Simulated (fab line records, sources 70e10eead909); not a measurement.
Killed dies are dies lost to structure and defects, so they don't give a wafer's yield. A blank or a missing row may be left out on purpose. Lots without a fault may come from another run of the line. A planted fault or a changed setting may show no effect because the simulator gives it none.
Chamber matching | flow nand_harc | NHARC_A_STAIRCASE_CMP_472 on cmp-02: 4 sister chambers
The step polishes SiO2. 8 wafers are shown with their chamber, then 11 later ones without.

WAFERS WITH THEIR CHAMBER
wafer  | chamber | motor_current_A (A) | retaining_ring_pressure_frac
L087.3 | 1       | 13.9                | 1.001
L089.1 | 2       | 12.4                | 0.997
L089.3 | 0       | 12.7                | 1.003
L089.6 | 3       | 13.0                | 0.998
L091.1 | 1       | 14.6                | 0.999
L091.3 | 2       | 12.7                | 1.002
L091.4 | 0       | 12.4                | 0.997
L090.1 | 3       | 12.6                | 1.010

WAFERS WITHOUT THEIR CHAMBER
wafer  | motor_current_A (A) | retaining_ring_pressure_frac
L090.2 | 11.8                | 1.000
L090.6 | 12.3                | 0.998
L095.1 | 12.1                | 1.003
L095.2 | 14.2                | 1.008
L095.4 | 11.9                | 0.997
L096.3 | 13.5                | 0.999
L096.5 | 11.9                | 1.006
L096.6 | 11.7                | 0.997
L097.1 | 11.9                | 0.998
L097.5 | 12.6                | 0.999
L097.6 | 12.8                | 1.004

WHICH CHAMBER EACH WENT THROUGH
wafer  | from the rows above               | in truth
L090.2 | can't be placed: 0 or 2 or 3      | 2
L090.6 | can't be placed: 2 or 0 or 3      | 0
L095.1 | can't be placed: 0 or 2 or 3      | 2
L095.2 | 1                                 | 1
L095.4 | can't be placed: 2 or 0 or 3      | 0
L096.3 | can't be placed: 1 or 3 or 2 or 0 | 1
L096.5 | can't be placed: 0 or 2 or 3      | 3
L096.6 | can't be placed: 2 or 0 or 3      | 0
L097.1 | can't be placed: 2 or 0 or 3      | 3
L097.5 | can't be placed: 2 or 0 or 3      | 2
L097.6 | can't be placed: 3 or 0 or 2      | 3
Placed correctly: 1 of 11. Can't be placed from these rows: 10 (the true chamber is among the candidates in 10). Placed wrongly: 0.
How it was worked out, from the rows above alone: a wafer's distance from a chamber is the root of the sum, over the readings, of the square of ((its reading less the chamber's mean) divided by the reading's scatter). The wafer belongs to the nearest chamber; if the next one is less than 2 further off, it can't be placed. A chamber's mean is the mean of its shown wafers. The scatter: the root of (the sum of the squares of (reading less its chamber's mean) over the shown wafers, divided by (wafers less chambers)).
